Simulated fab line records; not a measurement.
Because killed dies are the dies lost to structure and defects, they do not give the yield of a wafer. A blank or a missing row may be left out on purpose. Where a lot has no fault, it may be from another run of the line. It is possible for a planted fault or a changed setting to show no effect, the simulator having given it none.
A struck lot beside a sound one	flow n5 finfet	37 steps out of a route of 1938
Sound: the wafers L210.1, L210.3, L210.6. Wafers struck: L201.1, L201.2, L201.6. The cause comes at the end.
Order at every step that has rows: each side's tool, ch and its chambers, its first start. Under that, the readings that differ: sound wafers	struck wafers	difference of the means	sigmas: that difference in standard deviations of wafers without a fault.
alike: same words and numbers on both sides, and readings whose means sit less than 2 such deviations apart. not compared: any withheld reading, any reading some wafer has no value for, any bound like >300 that may hide the same value, and any number with overlapping values for which the record gives no deviation.
Wherever a step has rows on one side only, a row that says differs or no value, or a row with sigmas, the two part there. When numbers do not overlap yet have no deviation, they are printed without sigmas and do not part them. Lack of a reading on every wafer of one side parts them only where that side has two or more wafers.

first, 12 steps without rows for these wafers: N5_GATE_CUT_HM_OPEN_40 (chemistry C4F6/O2, target SiO2, target depth 139 nm, time 85.1 s); N5_GATE_CUT_STRIP_41 (strips in CF4); N5_GATE_CUT_STRIP_42 (strips in O2); N5_GATE_CUT_ETCH_19 (etches SiNx in CH3F/O2, target depth 53.7 nm, time 76.7 s); N5_GATE_CUT_CUT_ETCH_53 (etches W in SF6/Cl2, target depth 79.2 nm); N5_GATE_CUT_CUT_ETCH_54 (etches TiN in Cl2/BCl3, target depth 96.7 nm); N5_GATE_CUT_CUT_ETCH_55 (etches HfO2 in BCl3, target depth 3.2 nm); N5_GATE_CUT_ETCH_47 (etches SiO2 in Cl2/BCl3, target depth 10 nm); N5_GATE_CUT_VAPOR_ETCH_48 (etches TiN in BCl3/Cl2); N5_GATE_CUT_VAPOR_ETCH_49 (etches TiAlC in BCl3/Cl2); N5_GATE_CUT_VAPOR_ETCH_51 (etches HfO2 in BCl3/Cl2); N5_GATE_CUT_STRIP_21 (strips in N2/H2, time 30 s).
N5_GATE_CUT_STRIP_29: strips in post etch residue remover, time 60 s.
  sound on wet bench-06 ch 2,5,6, day 8 02:56; struck on wet bench-02 ch 1,2,4, day 6 05:59
then, 23 steps without rows for these wafers: N5_GATE_CUT_SRD_52 (time 30 s); N5_GATE_CUT_ALD_22 (deposits SiNx, target thk 16 nm, pulse time 1 s, ald cycles 320); N5_GATE_CUT_CMP_23 (polishes, stops on SiO2, t overpolish 23.4 s, target thk 16 nm); N5_GATE_CUT_CMP_43 (polishes SiO2); N5_GATE_CUT_CMP_61 (polishes, stops on SiNx, t overpolish 3 s); N5_MOL_CONTACT_COAG_COAT_103 (time 60 s, resist thk 80 nm); N5_MOL_CONTACT_COAG_COAT_104 (time 60 s, resist thk 12 nm); N5_MOL_CONTACT_COAG_COAT_58 (time 60 s, resist thk 10 nm); N5_MOL_CONTACT_COAG_COAT_02 (resist thk 30 nm); N5_MOL_CONTACT_COAG_EBR_04; N5_MOL_CONTACT_COAG_SOFTBAKE_03 (time 60 s); N5_MOL_CONTACT_COAG_EXPOSE_05 (exposes mask CA, defocus 0 nm); N5_MOL_CONTACT_COAG_PEB_06 (peb time 60 s); N5_MOL_CONTACT_COAG_DEVELOP_07 (develop time 30 s); N5_MOL_CONTACT_COAG_DESCUM_13 (chemistry O2, time 7 s); N5_MOL_CONTACT_COAG_ETCH_59 (etches underlayer in N2/H2, target depth 13 nm, time 10.4 s); N5_MOL_CONTACT_COAG_ETCH_105 (etches SiARC in CF4, target depth 15.6 nm, time 26 s); N5_MOL_CONTACT_COAG_ETCH_106 (etches SOC in N2/H2, target depth 80 nm, overetch 16 nm, time 120 s); N5_MOL_CONTACT_COAG_STRIP_107 (strips in N2/H2); N5_MOL_CONTACT_COAG_STRIP_108 (strips in N2/H2); N5_MOL_CONTACT_COAG_CONTACT_ETCH_14 (etches SiO2 in C4F6/O2, target depth 27.5 nm, overetch 8.5 nm, time 20 s); N5_MOL_CONTACT_COAG_STRIP_109 (strips in C4F6/O2); N5_MOL_CONTACT_COAG_ETCH_15 (etches SiNx in CH3F/O2, stops on Si:P, target depth 7 nm).
-- record jumps: 8 days separate the struck wafers' starts on either side; left off in module MOL_CONTACT_COAG, taken up again in module PASSIVATION, whose first shown step is the route's number 1936 --
N5_PASSIVATION_PROBE_49:
  record: rows for the struck wafers here (prober-01, day 14 05:02), none for the sound ones

## WHERE THEY PART
Only at N5_PASSIVATION_PROBE_49, as far as this record shows.

WHY: what the simulator had put in
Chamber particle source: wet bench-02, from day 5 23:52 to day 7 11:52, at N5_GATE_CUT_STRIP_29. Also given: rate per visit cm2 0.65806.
